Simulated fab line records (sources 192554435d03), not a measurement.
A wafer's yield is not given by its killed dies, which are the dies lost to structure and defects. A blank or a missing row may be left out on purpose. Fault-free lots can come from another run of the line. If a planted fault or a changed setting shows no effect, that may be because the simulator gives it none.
The tool behind it: which one? || flow n5 finfet || Sampling: 24 lots, 72 wafers, 5 of 1938 route steps

== WHAT THE GAUGES SHOWED, per wafer ==
N5_BEOL_M13_OCD_MEAS_35.
{"lot": "L074", "measured": "day 11 01:41", "on": "ocd-02", "trench depth nm (nm)": "402 417 405"}
{"lot": "L075", "measured": "day 11 12:38", "on": "ocd-01", "trench depth nm (nm)": "428 413 405"}
{"lot": "L078", "measured": "day 11 20:08", "on": "ocd-02", "trench depth nm (nm)": "412 408 416"}
{"lot": "L077", "measured": "day 11 21:32", "on": "ocd-01", "trench depth nm (nm)": "425 412 410"}
{"lot": "L076", "measured": "day 11 21:46", "on": "ocd-01", "trench depth nm (nm)": "417 405 424"}
{"lot": "L080", "measured": "day 12 22:38", "on": "ocd-01", "trench depth nm (nm)": "417 412 414"}
{"lot": "L079", "measured": "day 13 00:01", "on": "ocd-01", "trench depth nm (nm)": "425 418 422"}
{"lot": "L081", "measured": "day 13 00:02", "on": "ocd-02", "trench depth nm (nm)": "416 416 417"}
{"lot": "L082", "measured": "day 13 04:49", "on": "ocd-02", "trench depth nm (nm)": "410 404 418"}
{"lot": "L084", "measured": "day 13 17:17", "on": "ocd-02", "trench depth nm (nm)": "416 412 415"}
{"lot": "L083", "measured": "day 13 19:59", "on": "ocd-01", "trench depth nm (nm)": "414 424 413"}
{"lot": "L085", "measured": "day 14 05:54", "on": "ocd-02", "trench depth nm (nm)": "421 419 411"}
{"lot": "L088", "measured": "day 14 18:31", "on": "ocd-02", "trench depth nm (nm)": "419 409 414"}
{"lot": "L086", "measured": "day 14 21:29", "on": "ocd-01", "trench depth nm (nm)": "411 406 415"}
{"lot": "L089", "measured": "day 15 00:50", "on": "ocd-01", "trench depth nm (nm)": "424 418 416"}
{"lot": "L087", "measured": "day 15 01:35", "on": "ocd-01", "trench depth nm (nm)": "406 405 408"}
{"lot": "L090", "measured": "day 15 03:35", "on": "ocd-01", "trench depth nm (nm)": "416 406 416"}
{"lot": "L092", "measured": "day 15 04:29", "on": "ocd-01", "trench depth nm (nm)": "405 413 408"}
{"lot": "L091", "measured": "day 15 15:19", "on": "ocd-02", "trench depth nm (nm)": "405 414 404"}
{"lot": "L093", "measured": "day 15 22:27", "on": "ocd-02", "trench depth nm (nm)": "419 406 415"}
{"lot": "L094", "measured": "day 16 14:47", "on": "ocd-02", "trench depth nm (nm)": "407 421 427"}
{"lot": "L095", "measured": "day 16 14:32", "on": "ocd-02", "trench depth nm (nm)": "413 419 415"}
{"lot": "L097", "measured": "day 16 17:53", "on": "ocd-02", "trench depth nm (nm)": "421 420 419"}
{"lot": "L096", "measured": "day 17 00:41", "on": "ocd-01", "trench depth nm (nm)": "408 415 409"}

N5_BEOL_M13_INSPECT_55: inspects for defects (darkfield).
{"lot": "L074", "measured": "day 11 05:11", "on": "defect inspect-01", "raw defect count": "83 62 37"}
{"lot": "L075", "measured": "day 11 16:29", "on": "defect inspect-01", "raw defect count": "61 58 108"}
{"lot": "L078", "measured": "day 11 23:49", "on": "defect inspect-02", "raw defect count": "52 100 47"}
{"lot": "L077", "measured": "day 11 23:41", "on": "defect inspect-01", "raw defect count": "99 51 114"}
{"lot": "L076", "measured": "day 12 10:02", "on": "defect inspect-01", "raw defect count": "69 56 78"}
{"lot": "L080", "measured": "day 13 02:47", "on": "defect inspect-02", "raw defect count": "64 48 64"}
{"lot": "L079", "measured": "day 13 03:08", "on": "defect inspect-02", "raw defect count": "87 54 43"}
{"lot": "L081", "measured": "day 13 03:23", "on": "defect inspect-02", "raw defect count": "78 73 68"}
{"lot": "L082", "measured": "day 13 08:14", "on": "defect inspect-02", "raw defect count": "98 44 81"}
{"lot": "L084", "measured": "day 13 20:19", "on": "defect inspect-02", "raw defect count": "37 36 47"}
{"lot": "L083", "measured": "day 13 23:25", "on": "defect inspect-02", "raw defect count": "42 75 74"}
{"lot": "L085", "measured": "day 14 09:53", "on": "defect inspect-02", "raw defect count": "114 83 70"}
{"lot": "L088", "measured": "day 14 22:54", "on": "defect inspect-01", "raw defect count": "101 148 102"}
{"lot": "L086", "measured": "day 15 02:55", "on": "defect inspect-01", "raw defect count": "77 138 68"}
{"lot": "L089", "measured": "day 15 03:12", "on": "defect inspect-01", "raw defect count": "113 71 87"}
{"lot": "L087", "measured": "day 15 03:45", "on": "defect inspect-01", "raw defect count": "46 50 54"}
{"lot": "L090", "measured": "day 15 05:59", "on": "defect inspect-01", "raw defect count": "71 47 60"}
{"lot": "L092", "measured": "day 15 07:05", "on": "defect inspect-02", "raw defect count": "43 49 44"}
{"lot": "L091", "measured": "day 15 22:04", "on": "defect inspect-02", "raw defect count": "41 74 79"}
{"lot": "L093", "measured": "day 16 03:19", "on": "defect inspect-01", "raw defect count": "68 55 28"}
{"lot": "L094", "measured": "day 16 17:40", "on": "defect inspect-01", "raw defect count": "82 59 82"}
{"lot": "L095", "measured": "day 16 17:28", "on": "defect inspect-01", "raw defect count": "76 90 80"}
{"lot": "L097", "measured": "day 16 21:37", "on": "defect inspect-02", "raw defect count": "42 49 64"}
{"lot": "L096", "measured": "day 17 05:20", "on": "defect inspect-02", "raw defect count": "32 53 70"}

== EACH LOT AND THE TOOL THAT RAN IT (in order: tool; ch and the chambers of the sampled wafers; start) ==
{"lot": "L074", "N5_BEOL_M12_ANNEAL_48": "rtp anneal-02 ch 0, day 10 22:43", "N5_BEOL_M13_TRENCH_ETCH_34": "rie diel-04 ch 2,3, day 11 01:31", "N5_BEOL_M13_SPUTTER_45": "pvd sputter-01, day 11 03:50"}
{"lot": "L075", "N5_BEOL_M12_ANNEAL_48": "rtp anneal-02 ch 0, day 11 09:37", "N5_BEOL_M13_TRENCH_ETCH_34": "rie diel-03 ch 0,1,2, day 11 12:28", "N5_BEOL_M13_SPUTTER_45": "pvd sputter-02, day 11 15:28"}
{"lot": "L078", "N5_BEOL_M12_ANNEAL_48": "rtp anneal-02 ch 0, day 11 16:55", "N5_BEOL_M13_TRENCH_ETCH_34": "rie diel-04 ch 0,3, day 11 19:58", "N5_BEOL_M13_SPUTTER_45": "pvd sputter-01, day 11 21:40"}
{"lot": "L077", "N5_BEOL_M12_ANNEAL_48": "rtp anneal-01 ch 0, day 11 18:05", "N5_BEOL_M13_TRENCH_ETCH_34": "rie diel-04 ch 0,1,2, day 11 21:22", "N5_BEOL_M13_SPUTTER_45": "pvd sputter-02, day 11 22:10"}
{"lot": "L076", "N5_BEOL_M12_ANNEAL_48": "rtp anneal-02 ch 0, day 11 18:52", "N5_BEOL_M13_TRENCH_ETCH_34": "rie diel-03 ch 0,1,3, day 11 21:35", "N5_BEOL_M13_SPUTTER_45": "pvd sputter-03, day 12 08:50"}
{"lot": "L080", "N5_BEOL_M12_ANNEAL_48": "rtp anneal-01 ch 0, day 12 19:35", "N5_BEOL_M13_TRENCH_ETCH_34": "rie diel-05 ch 0,1,2, day 12 22:31", "N5_BEOL_M13_SPUTTER_45": "pvd sputter-02, day 13 01:41"}
{"lot": "L079", "N5_BEOL_M12_ANNEAL_48": "rtp anneal-02 ch 0, day 12 20:26", "N5_BEOL_M13_TRENCH_ETCH_34": "rie diel-03 ch 1,3, day 12 23:50", "N5_BEOL_M13_SPUTTER_45": "pvd sputter-03, day 13 01:43"}
{"lot": "L081", "N5_BEOL_M12_ANNEAL_48": "rtp anneal-01 ch 0, day 12 20:33", "N5_BEOL_M13_TRENCH_ETCH_34": "rie diel-05 ch 0,1, day 12 23:51", "N5_BEOL_M13_SPUTTER_45": "pvd sputter-02, day 13 02:07"}
{"lot": "L082", "N5_BEOL_M12_ANNEAL_48": "rtp anneal-01 ch 0, day 13 01:33", "N5_BEOL_M13_TRENCH_ETCH_34": "rie diel-04 ch 1,2,3, day 13 04:38", "N5_BEOL_M13_SPUTTER_45": "pvd sputter-03, day 13 07:11"}
{"lot": "L084", "N5_BEOL_M12_ANNEAL_48": "rtp anneal-01 ch 0, day 13 14:03", "N5_BEOL_M13_TRENCH_ETCH_34": "rie diel-05 ch 0,2, day 13 17:07", "N5_BEOL_M13_SPUTTER_45": "pvd sputter-02, day 13 19:18"}
{"lot": "L083", "N5_BEOL_M12_ANNEAL_48": "rtp anneal-02 ch 0, day 13 16:51", "N5_BEOL_M13_TRENCH_ETCH_34": "rie diel-05 ch 1,3, day 13 19:49", "N5_BEOL_M13_SPUTTER_45": "pvd sputter-03, day 13 22:20"}
{"lot": "L085", "N5_BEOL_M12_ANNEAL_48": "rtp anneal-02 ch 0, day 14 02:57", "N5_BEOL_M13_TRENCH_ETCH_34": "rie diel-04 ch 0,1, day 14 05:43", "N5_BEOL_M13_SPUTTER_45": "pvd sputter-03, day 14 08:52"}
{"lot": "L088", "N5_BEOL_M12_ANNEAL_48": "rtp anneal-02 ch 0, day 14 15:20", "N5_BEOL_M13_TRENCH_ETCH_34": "rie diel-03 ch 2,3, day 14 18:20", "N5_BEOL_M13_SPUTTER_45": "pvd sputter-01, day 14 21:43"}
{"lot": "L086", "N5_BEOL_M12_ANNEAL_48": "rtp anneal-01 ch 0, day 14 18:31", "N5_BEOL_M13_TRENCH_ETCH_34": "rie diel-04 ch 0,2, day 14 21:18", "N5_BEOL_M13_SPUTTER_45": "pvd sputter-01, day 15 01:47"}
{"lot": "L089", "N5_BEOL_M12_ANNEAL_48": "rtp anneal-02 ch 0, day 14 21:34", "N5_BEOL_M13_TRENCH_ETCH_34": "rie diel-04 ch 0,1, day 15 00:39", "N5_BEOL_M13_SPUTTER_45": "pvd sputter-02, day 15 02:10"}
{"lot": "L087", "N5_BEOL_M12_ANNEAL_48": "rtp anneal-01 ch 0, day 14 22:31", "N5_BEOL_M13_TRENCH_ETCH_34": "rie diel-03 ch 0,2, day 15 01:25", "N5_BEOL_M13_SPUTTER_45": "pvd sputter-03, day 15 02:44"}
{"lot": "L090", "N5_BEOL_M12_ANNEAL_48": "rtp anneal-02 ch 0, day 15 00:28", "N5_BEOL_M13_TRENCH_ETCH_34": "rie diel-03 ch 0,3, day 15 03:25", "N5_BEOL_M13_SPUTTER_45": "pvd sputter-01, day 15 04:57"}
{"lot": "L092", "N5_BEOL_M12_ANNEAL_48": "rtp anneal-02 ch 0, day 15 01:31", "N5_BEOL_M13_TRENCH_ETCH_34": "rie diel-03 ch 0,1,2, day 15 04:19", "N5_BEOL_M13_SPUTTER_45": "pvd sputter-03, day 15 06:04"}
{"lot": "L091", "N5_BEOL_M12_ANNEAL_48": "rtp anneal-01 ch 0, day 15 12:29", "N5_BEOL_M13_TRENCH_ETCH_34": "rie diel-04 ch 2,3, day 15 15:09", "N5_BEOL_M13_SPUTTER_45": "pvd sputter-03, day 15 20:53"}
{"lot": "L093", "N5_BEOL_M12_ANNEAL_48": "rtp anneal-02 ch 0, day 15 19:11", "N5_BEOL_M13_TRENCH_ETCH_34": "rie diel-03 ch 0,1,3, day 15 22:16", "N5_BEOL_M13_SPUTTER_45": "pvd sputter-01, day 16 02:07"}
{"lot": "L094", "N5_BEOL_M12_ANNEAL_48": "rtp anneal-01 ch 0, day 16 11:36", "N5_BEOL_M13_TRENCH_ETCH_34": "rie diel-04 ch 1,2,3, day 16 14:37", "N5_BEOL_M13_SPUTTER_45": "pvd sputter-02, day 16 16:35"}
{"lot": "L095", "N5_BEOL_M12_ANNEAL_48": "rtp anneal-02 ch 0, day 16 11:37", "N5_BEOL_M13_TRENCH_ETCH_34": "rie diel-03 ch 0,1,2, day 16 14:22", "N5_BEOL_M13_SPUTTER_45": "pvd sputter-01, day 16 16:27"}
{"lot": "L097", "N5_BEOL_M12_ANNEAL_48": "rtp anneal-01 ch 0, day 16 15:01", "N5_BEOL_M13_TRENCH_ETCH_34": "rie diel-03 ch 1,3, day 16 17:43", "N5_BEOL_M13_SPUTTER_45": "pvd sputter-03, day 16 20:35"}
{"lot": "L096", "N5_BEOL_M12_ANNEAL_48": "rtp anneal-01 ch 0, day 16 21:16", "N5_BEOL_M13_TRENCH_ETCH_34": "rie diel-05 ch 1,2, day 17 00:30", "N5_BEOL_M13_SPUTTER_45": "pvd sputter-01, day 17 04:13"}
- N5_BEOL_M12_ANNEAL_48: time 90 s.
- N5_BEOL_M13_TRENCH_ETCH_34: etches SiOC in C4F8/O2/Ar, target depth 413.47 nm, time 162.6 s.
- N5_BEOL_M13_SPUTTER_45: material Cu, target thk 80 nm, time 13.33 s.

== WHAT THE TOOLS THEMSELVES READ (means of the sampled wafers that have a number; where no wafer has one, the mark that the record gives instead) ==
N5_BEOL_M12_ANNEAL_48.
{"lot": "L074", "tool": "rtp anneal-02", "wafer_temp_C_max": 225.52}
{"lot": "L075", "tool": "rtp anneal-02", "wafer_temp_C_max": 225.69}
{"lot": "L078", "tool": "rtp anneal-02", "wafer_temp_C_max": 225.75}
{"lot": "L077", "tool": "rtp anneal-01", "wafer_temp_C_max": 225.71}
{"lot": "L076", "tool": "rtp anneal-02", "wafer_temp_C_max": 225.35}
{"lot": "L080", "tool": "rtp anneal-01", "wafer_temp_C_max": 225.40}
{"lot": "L079", "tool": "rtp anneal-02", "wafer_temp_C_max": 225.62}
{"lot": "L081", "tool": "rtp anneal-01", "wafer_temp_C_max": 225.66}
{"lot": "L082", "tool": "rtp anneal-01", "wafer_temp_C_max": 225.30}
{"lot": "L084", "tool": "rtp anneal-01", "wafer_temp_C_max": 225.47}
{"lot": "L083", "tool": "rtp anneal-02", "wafer_temp_C_max": 225.71}
{"lot": "L085", "tool": "rtp anneal-02", "wafer_temp_C_max": 225.67}
{"lot": "L088", "tool": "rtp anneal-02", "wafer_temp_C_max": 225.85}
{"lot": "L086", "tool": "rtp anneal-01", "wafer_temp_C_max": 225.46}
{"lot": "L089", "tool": "rtp anneal-02", "wafer_temp_C_max": 225.74}
{"lot": "L087", "tool": "rtp anneal-01", "wafer_temp_C_max": 225.71}
{"lot": "L090", "tool": "rtp anneal-02", "wafer_temp_C_max": 225.74}
{"lot": "L092", "tool": "rtp anneal-02", "wafer_temp_C_max": 225.45}
{"lot": "L091", "tool": "rtp anneal-01", "wafer_temp_C_max": 225.46}
{"lot": "L093", "tool": "rtp anneal-02", "wafer_temp_C_max": 225.88}
{"lot": "L094", "tool": "rtp anneal-01", "wafer_temp_C_max": 225.52}
{"lot": "L095", "tool": "rtp anneal-02", "wafer_temp_C_max": 225.43}
{"lot": "L097", "tool": "rtp anneal-01", "wafer_temp_C_max": 225.38}
{"lot": "L096", "tool": "rtp anneal-01", "wafer_temp_C_max": 225.70}

N5_BEOL_M13_TRENCH_ETCH_34.
{"lot": "L074", "tool": "rie diel-04", "drypump motor current A (A)": 5.1, "oes product au (a.u.)": 0.76, "rf vpp V (V)": 664, "showerhead plenum p Torr (Torr)": 3.39, "throttle valve pct (%)": 24.05}
{"lot": "L075", "tool": "rie diel-03", "drypump motor current A (A)": 5.6, "oes product au (a.u.)": 0.77, "rf vpp V (V)": 665, "showerhead plenum p Torr (Torr)": 3.42, "throttle valve pct (%)": 24.32}
{"lot": "L078", "tool": "rie diel-04", "drypump motor current A (A)": 5.7, "oes product au (a.u.)": 0.82, "rf vpp V (V)": 668, "showerhead plenum p Torr (Torr)": 3.52, "throttle valve pct (%)": 23.97}
{"lot": "L077", "tool": "rie diel-04", "drypump motor current A (A)": 5.4, "oes product au (a.u.)": 0.82, "rf vpp V (V)": 664, "showerhead plenum p Torr (Torr)": 3.31, "throttle valve pct (%)": 24.16}
{"lot": "L076", "tool": "rie diel-03", "drypump motor current A (A)": 5.5, "oes product au (a.u.)": 0.82, "rf vpp V (V)": 668, "showerhead plenum p Torr (Torr)": 3.50, "throttle valve pct (%)": 24.32}
{"lot": "L080", "tool": "rie diel-05", "drypump motor current A (A)": 5.8, "oes product au (a.u.)": 0.78, "rf vpp V (V)": 663, "showerhead plenum p Torr (Torr)": 3.33, "throttle valve pct (%)": 24.01}
{"lot": "L079", "tool": "rie diel-03", "drypump motor current A (A)": 5.2, "oes product au (a.u.)": 0.88, "rf vpp V (V)": 667, "showerhead plenum p Torr (Torr)": 3.48, "throttle valve pct (%)": 24.18}
{"lot": "L081", "tool": "rie diel-05", "drypump motor current A (A)": 5.9, "oes product au (a.u.)": 0.82, "rf vpp V (V)": 663, "showerhead plenum p Torr (Torr)": 3.31, "throttle valve pct (%)": 23.82}
{"lot": "L082", "tool": "rie diel-04", "drypump motor current A (A)": 5.1, "oes product au (a.u.)": 0.81, "rf vpp V (V)": 665, "showerhead plenum p Torr (Torr)": 3.41, "throttle valve pct (%)": 23.97}
{"lot": "L084", "tool": "rie diel-05", "drypump motor current A (A)": 6.0, "oes product au (a.u.)": 0.82, "rf vpp V (V)": 664, "showerhead plenum p Torr (Torr)": 3.36, "throttle valve pct (%)": 24.03}
{"lot": "L083", "tool": "rie diel-05", "drypump motor current A (A)": 5.5, "oes product au (a.u.)": 0.74, "rf vpp V (V)": 663, "showerhead plenum p Torr (Torr)": 3.29, "throttle valve pct (%)": 23.97}
{"lot": "L085", "tool": "rie diel-04", "drypump motor current A (A)": 5.4, "oes product au (a.u.)": 0.86, "rf vpp V (V)": 663, "showerhead plenum p Torr (Torr)": 3.33, "throttle valve pct (%)": 24.10}
{"lot": "L088", "tool": "rie diel-03", "drypump motor current A (A)": 5.9, "oes product au (a.u.)": 0.87, "rf vpp V (V)": 668, "showerhead plenum p Torr (Torr)": 3.53, "throttle valve pct (%)": 24.14}
{"lot": "L086", "tool": "rie diel-04", "drypump motor current A (A)": 5.9, "oes product au (a.u.)": 0.77, "rf vpp V (V)": 662, "showerhead plenum p Torr (Torr)": 3.28, "throttle valve pct (%)": 24.32}
{"lot": "L089", "tool": "rie diel-04", "drypump motor current A (A)": 5.9, "oes product au (a.u.)": 0.83, "rf vpp V (V)": 663, "showerhead plenum p Torr (Torr)": 3.31, "throttle valve pct (%)": 24.24}
{"lot": "L087", "tool": "rie diel-03", "drypump motor current A (A)": 5.9, "oes product au (a.u.)": 0.77, "rf vpp V (V)": 669, "showerhead plenum p Torr (Torr)": 3.55, "throttle valve pct (%)": 24.40}
{"lot": "L090", "tool": "rie diel-03", "drypump motor current A (A)": 5.9, "oes product au (a.u.)": 0.78, "rf vpp V (V)": 667, "showerhead plenum p Torr (Torr)": 3.48, "throttle valve pct (%)": 24.38}
{"lot": "L092", "tool": "rie diel-03", "drypump motor current A (A)": 5.6, "oes product au (a.u.)": 0.82, "rf vpp V (V)": 668, "showerhead plenum p Torr (Torr)": 3.54, "throttle valve pct (%)": 24.25}
{"lot": "L091", "tool": "rie diel-04", "drypump motor current A (A)": 5.1, "oes product au (a.u.)": 0.73, "rf vpp V (V)": 664, "showerhead plenum p Torr (Torr)": 3.37, "throttle valve pct (%)": 24.08}
{"lot": "L093", "tool": "rie diel-03", "drypump motor current A (A)": 5.6, "oes product au (a.u.)": 0.78, "rf vpp V (V)": 667, "showerhead plenum p Torr (Torr)": 3.48, "throttle valve pct (%)": 24.36}
{"lot": "L094", "tool": "rie diel-04", "drypump motor current A (A)": 5.1, "oes product au (a.u.)": 0.78, "rf vpp V (V)": 665, "showerhead plenum p Torr (Torr)": 3.40, "throttle valve pct (%)": 24.01}
{"lot": "L095", "tool": "rie diel-03", "drypump motor current A (A)": 5.6, "oes product au (a.u.)": 0.82, "rf vpp V (V)": 669, "showerhead plenum p Torr (Torr)": 3.53, "throttle valve pct (%)": 24.28}
{"lot": "L097", "tool": "rie diel-03", "drypump motor current A (A)": 5.6, "oes product au (a.u.)": 0.82, "rf vpp V (V)": 667, "showerhead plenum p Torr (Torr)": 3.46, "throttle valve pct (%)": 24.25}
{"lot": "L096", "tool": "rie diel-05", "drypump motor current A (A)": 5.7, "oes product au (a.u.)": 0.70, "rf vpp V (V)": 663, "showerhead plenum p Torr (Torr)": 3.33, "throttle valve pct (%)": 24.22}

N5_BEOL_M13_SPUTTER_45.
{"lot": "L074", "tool": "pvd sputter-01", "chuck gas flow sccm (sccm)": 1.25, "throttle valve pct (%)": 30.3}
{"lot": "L075", "tool": "pvd sputter-02", "chuck gas flow sccm (sccm)": 1.23, "throttle valve pct (%)": 28.9}
{"lot": "L078", "tool": "pvd sputter-01", "chuck gas flow sccm (sccm)": 1.23, "throttle valve pct (%)": 29.9}
{"lot": "L077", "tool": "pvd sputter-02", "chuck gas flow sccm (sccm)": 1.24, "throttle valve pct (%)": 29.3}
{"lot": "L076", "tool": "pvd sputter-03", "chuck gas flow sccm (sccm)": 1.27, "throttle valve pct (%)": 30.0}
{"lot": "L080", "tool": "pvd sputter-02", "chuck gas flow sccm (sccm)": 1.30, "throttle valve pct (%)": 29.0}
{"lot": "L079", "tool": "pvd sputter-03", "chuck gas flow sccm (sccm)": 1.29, "throttle valve pct (%)": 30.1}
{"lot": "L081", "tool": "pvd sputter-02", "chuck gas flow sccm (sccm)": 1.25, "throttle valve pct (%)": 28.8}
{"lot": "L082", "tool": "pvd sputter-03", "chuck gas flow sccm (sccm)": 1.29, "throttle valve pct (%)": 30.0}
{"lot": "L084", "tool": "pvd sputter-02", "chuck gas flow sccm (sccm)": 1.23, "throttle valve pct (%)": 29.0}
{"lot": "L083", "tool": "pvd sputter-03", "chuck gas flow sccm (sccm)": 1.25, "throttle valve pct (%)": 29.5}
{"lot": "L085", "tool": "pvd sputter-03", "chuck gas flow sccm (sccm)": 1.30, "throttle valve pct (%)": 30.1}
{"lot": "L088", "tool": "pvd sputter-01", "chuck gas flow sccm (sccm)": 1.30, "throttle valve pct (%)": 29.8}
{"lot": "L086", "tool": "pvd sputter-01", "chuck gas flow sccm (sccm)": 1.20, "throttle valve pct (%)": 30.3}
{"lot": "L089", "tool": "pvd sputter-02", "chuck gas flow sccm (sccm)": 1.29, "throttle valve pct (%)": 29.2}
{"lot": "L087", "tool": "pvd sputter-03", "chuck gas flow sccm (sccm)": 1.22, "throttle valve pct (%)": 29.8}
{"lot": "L090", "tool": "pvd sputter-01", "chuck gas flow sccm (sccm)": 1.34, "throttle valve pct (%)": 31.4}
{"lot": "L092", "tool": "pvd sputter-03", "chuck gas flow sccm (sccm)": 1.27, "throttle valve pct (%)": 29.7}
{"lot": "L091", "tool": "pvd sputter-03", "chuck gas flow sccm (sccm)": 1.26, "throttle valve pct (%)": 29.6}
{"lot": "L093", "tool": "pvd sputter-01", "chuck gas flow sccm (sccm)": 1.30, "throttle valve pct (%)": 30.5}
{"lot": "L094", "tool": "pvd sputter-02", "chuck gas flow sccm (sccm)": 1.28, "throttle valve pct (%)": 29.2}
{"lot": "L095", "tool": "pvd sputter-01", "chuck gas flow sccm (sccm)": 1.27, "throttle valve pct (%)": 30.5}
{"lot": "L097", "tool": "pvd sputter-03", "chuck gas flow sccm (sccm)": 1.26, "throttle valve pct (%)": 29.6}
{"lot": "L096", "tool": "pvd sputter-01", "chuck gas flow sccm (sccm)": 1.26, "throttle valve pct (%)": 30.3}

== THE ANSWER, worked out from the rows above alone ==
Rule: what is usual is taken from the lots themselves. The widest of any qualifying gaps counts: lots, ordered by their means at a reading, are off when they make up no more than a third of the lots, leave a main group of 4 or more, and stand apart from it by 3 or more times the standard deviation of that group's means. If all means in a main group match to the digits the tables above print for the reading, that group is not used. A lot without any number at a reading at which 4 lots or more have one is off too. All remaining lots with rows at the step are treated as sound. After the gauges, taken in route order, come the tools' own readings; for these a lot's mean is taken, as printed above. The first step at which some lot is off is used, and at that step the reading that is off furthest; a lot without a number counts as furthest.
Nothing can be told from this: no lot is off at any reading shown.

== WHAT WAS PUT IN BY THE SIMULATOR ==
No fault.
